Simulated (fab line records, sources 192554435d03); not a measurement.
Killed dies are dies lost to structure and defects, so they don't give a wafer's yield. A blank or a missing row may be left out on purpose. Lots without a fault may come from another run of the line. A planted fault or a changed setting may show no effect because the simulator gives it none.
Chamber matching | flow n5_finfet | N5_GATE_CUT_CMP_02 on cmp-02: 4 sister chambers
The step polishes, stops on SiO2, t overpolish 12.7 s, target thk 0 nm. 16 wafers are shown with their chamber, then 8 later ones without.

WAFERS WITH THEIR CHAMBER
wafer  | chamber | motor_current_A (A) | time_to_endpoint_s (s) | overpolish_run_s (s)
L076.2 | 3       | 9.3                 | 27                     | 12.712
L076.3 | 0       | 11.6                | 24                     | 12.693
L076.4 | 1       | 9.3                 | 23                     | 12.701
L080.1 | 1       | 9.1                 | 26                     | 12.699
L080.2 | 2       | 7.5                 | 30                     | 12.708
L080.5 | 1       | 9.4                 | 25                     | 12.691
L086.1 | 3       | 9.5                 | 27                     | 12.699
L086.2 | 2       | 7.8                 | 31                     | 12.691
L086.6 | 2       | 7.8                 | 27                     | 12.693
L087.1 | 1       | 8.9                 | 21                     | 12.699
L087.5 | 0       | 11.3                | 19                     | 12.699
L087.6 | 1       | 9.5                 | 23                     | 12.699
L089.3 | 3       | 9.9                 | 23                     | 12.684
L089.5 | 2       | 7.9                 | 29                     | 12.712
L089.6 | 3       | 10.2                | 26                     | 12.707
L091.2 | 2       | 8.1                 | 26                     | 12.693

SIGNATURES (means of the wafers above)
reading            | chamber 0 | chamber 1 | chamber 2 | chamber 3 | scatter within a chamber
motor_current_A    | 11.450    | 9.240     | 7.820     | 9.725     | 0.282
time_to_endpoint_s | 21.50     | 23.60     | 28.60     | 25.75     | 2.15
overpolish_run_s   | 12.69600  | 12.69780  | 12.69940  | 12.70050  | 0.00872
Rule: a wafer's distance from a chamber is the root of the sum, over the readings, of the square of ((its reading less the chamber's mean) divided by the reading's scatter). The wafer belongs to the nearest chamber; if the next one is less than 2 further off, it can't be placed. The scatter: the root of (the sum of the squares of (reading less its chamber's mean) over the shown wafers, divided by (wafers less chambers)).

WAFERS WITHOUT THEIR CHAMBER
wafer  | motor_current_A (A) | time_to_endpoint_s (s) | overpolish_run_s (s)
L091.3 | 9.2                 | 22                     | 12.692
L091.5 | 9.8                 | 25                     | 12.706
L092.1 | 11.4                | 21                     | 12.712
L092.4 | 10.5                | 23                     | 12.700
L092.6 | 7.6                 | 27                     | 12.710
L097.3 | 11.9                | 20                     | 12.709
L097.4 | 9.3                 | 23                     | 12.693
L097.6 | 7.8                 | 28                     | 12.701

WHICH CHAMBER EACH WENT THROUGH
wafer  | from the rows above          | in truth
L091.3 | can't be placed: 1 or 3      | 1
L091.5 | can't be placed: 3 or 1      | 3
L092.1 | 0                            | 0
L092.4 | can't be placed: 3 or 0 or 1 | 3
L092.6 | 2                            | 2
L097.3 | 0                            | 0
L097.4 | can't be placed: 1 or 3      | 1
L097.6 | 2                            | 2
Placed correctly: 4 of 8. Can't be placed from these rows: 4 (the true chamber is among the candidates in 4). Placed wrongly: 0.
